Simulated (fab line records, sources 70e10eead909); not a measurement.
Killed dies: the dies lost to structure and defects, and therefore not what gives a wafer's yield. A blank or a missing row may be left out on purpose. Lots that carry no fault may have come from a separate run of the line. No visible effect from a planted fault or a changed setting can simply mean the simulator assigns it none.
Matching of chambers || flow nand-harc || NHARC_A_DECK1_JOINT_DEP_16 on pecvd-03: 3 sister chambers
The step deposits SiO2, target thk 45 nm. 3 wafers are shown with their chamber, then 7 later ones without.

== EACH WAFER AND ITS CHAMBER ==
{"wafer": "L737.6", "chamber": 2, "heater-power-w (W)": 412}
{"wafer": "L755.1", "chamber": 1, "heater-power-w (W)": 432}
{"wafer": "L755.3", "chamber": 0, "heater-power-w (W)": 608}

== WAFERS WHOSE CHAMBER IS MISSING ==
{"wafer": "L755.5", "heater-power-w (W)": 545}
{"wafer": "L758.1", "heater-power-w (W)": 361}
{"wafer": "L758.3", "heater-power-w (W)": 455}
{"wafer": "L758.4", "heater-power-w (W)": 461}
{"wafer": "L760.1", "heater-power-w (W)": 564}
{"wafer": "L760.3", "heater-power-w (W)": 532}
{"wafer": "L760.4", "heater-power-w (W)": 383}

== WHICH CHAMBER EACH ONE RAN IN ==
{"wafer": "L755.5", "from the rows above": "can't be placed: 0 or 1 or 2", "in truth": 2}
{"wafer": "L758.1", "from the rows above": "can't be placed: 2 or 1", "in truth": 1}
{"wafer": "L758.3", "from the rows above": "can't be placed: 1 or 2", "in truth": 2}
{"wafer": "L758.4", "from the rows above": "can't be placed: 1 or 2", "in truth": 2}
{"wafer": "L760.1", "from the rows above": "can't be placed: 0 or 1", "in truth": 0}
{"wafer": "L760.3", "from the rows above": "can't be placed: 0 or 1 or 2", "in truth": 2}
{"wafer": "L760.4", "from the rows above": "can't be placed: 2 or 1", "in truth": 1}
0 of 7 placed correctly. Unplaceable from these rows: 7, with the true chamber sitting among the candidates in 7. Number placed wrongly: 0.
How it was worked out, from the rows above alone: a wafer's distance from a chamber is the root of the sum, over the readings, of the square of ((its reading less the chamber's mean) divided by the reading's scatter). The wafer belongs to the nearest chamber; if the next one is less than 2 further off, it can't be placed. The mean given for a chamber averages the wafers shown for that chamber. The scatter (one wafer shown for each chamber): square how far every hidden wafer sits from the nearest shown wafer, average those squares and take the square root.
